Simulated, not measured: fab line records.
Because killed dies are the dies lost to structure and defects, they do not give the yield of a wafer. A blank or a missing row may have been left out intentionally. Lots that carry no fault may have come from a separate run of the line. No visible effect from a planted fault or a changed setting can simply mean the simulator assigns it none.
A single fault, viewed from 2 desks :: flow nand_harc :: each desk has only its own numbers; what lay behind them comes last

THE DEFECT DESK
For each lot, the counts of the inspections along the route, averaged over the sampled wafers that have a number. If a lot's mean is further than 4 standard deviations from the usual mean, the lot is out of limits and carries the mark OUT (the distance appears in the brackets).
Columns: A = raw_defect_count at NHARC_A_CHANNEL_HOLE_D2_INSPECT_40, usual 279
lot: L457
first seen here: day 13 15:51
A: 299

lot: L458
first seen here: day 14 03:55
A: 201

lot: L461
first seen here: day 15 11:49
A: 798 (+6.5) OUT

lot: L463
first seen here: day 15 21:36
A: 923 (+8.0) OUT

lot: L471
first seen here: day 19 14:19
A: 248

lot: L472
first seen here: day 19 15:53
A: 265

lot: L473
first seen here: day 20 01:29
A: 332

lot: L474
first seen here: day 20 19:14
A: 253

lot: L477
first seen here: day 21 17:12
A: 238

lot: L478
first seen here: day 22 12:51
A: 173

lot: L480
first seen here: day 23 01:45
A: 222
This desk's finding: out of limits on L461, L463; first on L461, day 15 11:49 (raw_defect_count at NHARC_A_CHANNEL_HOLE_D2_INSPECT_40). L457, L458, L471, L472, L473, L474, L477, L478, L480: within limits.

TOOL OWNER'S DESK, har_etch-01
The tool's own readings at NHARC_A_CHANNEL_HOLE_D2_ETCH_25 (etches the open film in C4F8/O2/Ar, time 1040.2 s, target depth 1500 nm): means of the sampled wafers that have a number, for each lot that ran on this tool. If a lot's mean is further than 4 standard deviations from the usual mean, the lot is out of limits and carries the mark OUT (the distance appears in the brackets).
Columns: A = drypump_motor_current_A at NHARC_A_CHANNEL_HOLE_D2_ETCH_25, usual 5.9 A; B = o2_flow_sccm at NHARC_A_CHANNEL_HOLE_D2_ETCH_25, usual 31.19 sccm; C = showerhead_plenum_p_Torr at NHARC_A_CHANNEL_HOLE_D2_ETCH_25, usual 3.73 Torr; D = throttle_valve_pct at NHARC_A_CHANNEL_HOLE_D2_ETCH_25, usual 32.235 %
lot: L457
first seen here: day 13 13:11
A: 6.1
B: 31.32
C: 3.64
D: 32.233

lot: L458
first seen here: day 14 01:14
A: 5.7
B: 31.07
C: 3.66
D: 32.240

lot: L461
first seen here: day 15 09:08
A: 6.1
B: 31.25
C: 3.63
D: 32.243

lot: L463
first seen here: day 15 18:49
A: 5.7
B: 31.28
C: 3.65
D: 32.238

lot: L471
first seen here: day 19 11:31
A: 5.7
B: 31.13
C: 3.62
D: 32.234

lot: L473
first seen here: day 19 22:57
A: 6.1
B: 31.20
C: 3.59
D: 32.229

lot: L474
first seen here: day 20 16:34
A: 5.7
B: 31.15
C: 3.61
D: 32.230

lot: L477
first seen here: day 21 14:22
A: 5.7
B: 31.24
C: 3.60
D: 32.238
Result from this desk: across the 8 lots, nothing is out of limits.

TAKEN TOGETHER
The defect desk could have raised an alarm at day 15 11:49, on L461, L463.
Nothing out of limits was seen by the tool owner's desk.
The tool owner's desk has L461, L463 on record, within its limits.
The lots listed all ran NHARC_A_CHANNEL_HOLE_D2_ETCH_25 on har_etch-01.

WHAT THE SIMULATOR PUT IN
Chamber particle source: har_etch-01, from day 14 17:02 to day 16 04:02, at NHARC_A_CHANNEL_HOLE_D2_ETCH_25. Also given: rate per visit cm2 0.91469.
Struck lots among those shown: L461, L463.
Hours from the fault's start to each desk's first reading out of limits: the defect desk, 19.
